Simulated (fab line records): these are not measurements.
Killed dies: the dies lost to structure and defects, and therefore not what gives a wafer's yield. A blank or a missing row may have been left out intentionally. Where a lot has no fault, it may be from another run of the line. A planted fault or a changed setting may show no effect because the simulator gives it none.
A struck lot beside a sound one :: flow n5Finfet :: 15 out of 1938 route steps
Sound: these wafers, L635.1, L635.4, L635.5. Struck: wafer L643.5. (L643.4, L643.6 of the same lot were not struck and are left out.) The cause comes at the end.
For every step that has rows: the tool of each side, followed by ch and its chambers, followed by its first start. Under that, the readings that differ: sound wafers :: struck wafers :: difference of the means :: sigmas: that difference in standard deviations of wafers without a fault.
alike: same words and numbers on both sides, and readings whose means sit less than 2 such deviations apart. not compared: any withheld reading, any reading some wafer has no value for, any bound like >300 that may hide the same value, and any number with overlapping values for which the record gives no deviation.
The two part at a step that has a row with sigmas, a row that says differs or no value, or rows on one side only. Numbers that don't overlap but have no deviation are shown without sigmas and don't part them. Lack of a reading on every wafer of one side parts them only where that side has two or more wafers.

first, 3 steps without rows for these wafers: N5_FIN_SAQP_STRIP_23 (strips in SPM, time 750 s); N5_FIN_SAQP_SRD_66 (time 30 s); N5_FIN_SAQP_RECESS_75 (chemistry HF/NH3, target SiO2, target depth 14.4 nm, afs cycles 3, sublimation time 60 s).
N5_FIN_SAQP_SPACER1_ALD_24: deposits SiO2, target thk 20.3 nm, pulse time 1 s, purge time 2 s.
  sound on aldSin-02 ch 1,2, day 2 12:25; struck on aldSin-03 ch 2, day 4 11:26
  alike: heaterPowerW, precursorPulseHeightRel
N5_FIN_SAQP_SPACER1_ETCHBACK_25: etches SiO2 in CHF3/O2, target depth 24.4 nm, time 12.2 s.
  sound on rieDiel-02 ch 1,2, day 2 13:07; struck on rieDiel-06 ch 0, day 4 12:08
  alike: drypumpMotorCurrentA, oes_ar_750_au, oesProductAu, rfVppV, showerheadPlenumPTorr, throttleValvePct
  not compared: rfHoursCounterH
then, 1 step without rows for these wafers: N5_FIN_SAQP_MANDREL1_REMOVE_56 (chemistry HBr/Cl2/O2, target a-Si, stops on SiNx, bt time 10 s).
N5_FIN_SAQP_CD_MEAS_27 targets a cd of 20 nm.
  sound on cdSem-02 ch 0, day 2 13:19; struck on cdSem-01 ch 0, day 4 12:21
reading: cdNm (nm)
sound: 20.10 19.95 20.33
struck: 20.60
difference: +0.47
sigmas: +2
N5_FIN_SAQP_ETCH_57: etches SiNx in CH3F/O2, target depth 32.5 nm, time 46.4 s.
  sound on rieDiel-02 ch 0,2, day 2 13:22; struck on rieDiel-06 ch 3, day 4 12:23
  alike: drypumpMotorCurrentA, etchRfOnTimeS, oes_ar_750_au, oesProductAu, rfFwdPowerW, rfVppV, showerheadPlenumPTorr, throttleValvePct
  not compared: rfHoursCounterH
then, 1 step without rows for these wafers: N5_FIN_SAQP_ETCH_65 (etches SiO2 in CF4, target depth 4 nm, time 4.4 s).
N5_FIN_SAQP_MANDREL_ETCH_58: etches a-Si in HBr/Cl2, stops on SiNx, target depth 45 nm, bt time 10 s, time 27 s.
  sound on rieSi-01 ch 0,1, day 2 13:31; struck on rieSi-04 ch 2, day 4 12:32
  alike: drypumpMotorCurrentA, oesProductAu, rfFwdPowerW, throttleValvePct
  not compared: rfHoursCounterH
then, 2 steps without rows for these wafers: N5_FIN_SAQP_RECESS_63 (chemistry HF/NH3, target SiO2, target depth 18 nm, afs cycles 3, sublimation time 60 s); N5_FIN_SAQP_COAT_68 (time 60 s, resist thk 100 nm).
N5_FIN_SAQP_ETCH_69: etches SOC in N2/H2, stops on SiNx, target depth 150 nm.
  sound on rieDiel-06 ch 0,1,2, day 2 14:02; struck on rieDiel-04 ch 0, day 4 13:07
reading: oesProductAu (a.u.)
sound: 0.68 0.66 0.75
struck: 0.89
difference: +0.19
sigmas: +2

reading: rfFwdPowerW (W)
sound: 847 843 842
struck: 1348
difference: +504
sigmas: +99 or more

reading: rfVppV (V)
sound: 242.2 239.8 241.2
struck: 205.2
difference: -35.9
sigmas: -30

reading: throttleValvePct (%)
sound: 18.11 18.09 17.75
struck: 17.23
difference: -0.75
sigmas: -3
  alike: drypumpMotorCurrentA, showerheadPlenumPTorr
  not compared: rfHoursCounterH
N5_FIN_SAQP_ETCH_67: etches SiNx in CH3F/O2, target depth 30 nm.
  sound on rieDiel-06 ch 0,1,2, day 2 14:06; struck on rieDiel-04 ch 0, day 4 13:11
reading: throttleValvePct (%)
sound: 16.70 16.66 16.30
struck: 15.86
difference: -0.69
sigmas: -3
  alike: drypumpMotorCurrentA, oes_ar_750_au, oesProductAu, rfFwdPowerW, rfVppV, showerheadPlenumPTorr
  not compared: rfHoursCounterH
-- the record jumps here: 10 days lie between the struck wafers' starts before and after (it left off in module FIN_SAQP and takes up again in module PASSIVATION, whose first step shown is number 1936 of the route) --
N5_PASSIVATION_PROBE_49:
  only the struck wafers here have rows in the record (prober-01, day 14 23:17); the sound ones have none

== WHERE THEY PART ==
First at N5_FIN_SAQP_CD_MEAS_27; last, within this record, at N5_PASSIVATION_PROBE_49.

WHY: what the simulator had put in
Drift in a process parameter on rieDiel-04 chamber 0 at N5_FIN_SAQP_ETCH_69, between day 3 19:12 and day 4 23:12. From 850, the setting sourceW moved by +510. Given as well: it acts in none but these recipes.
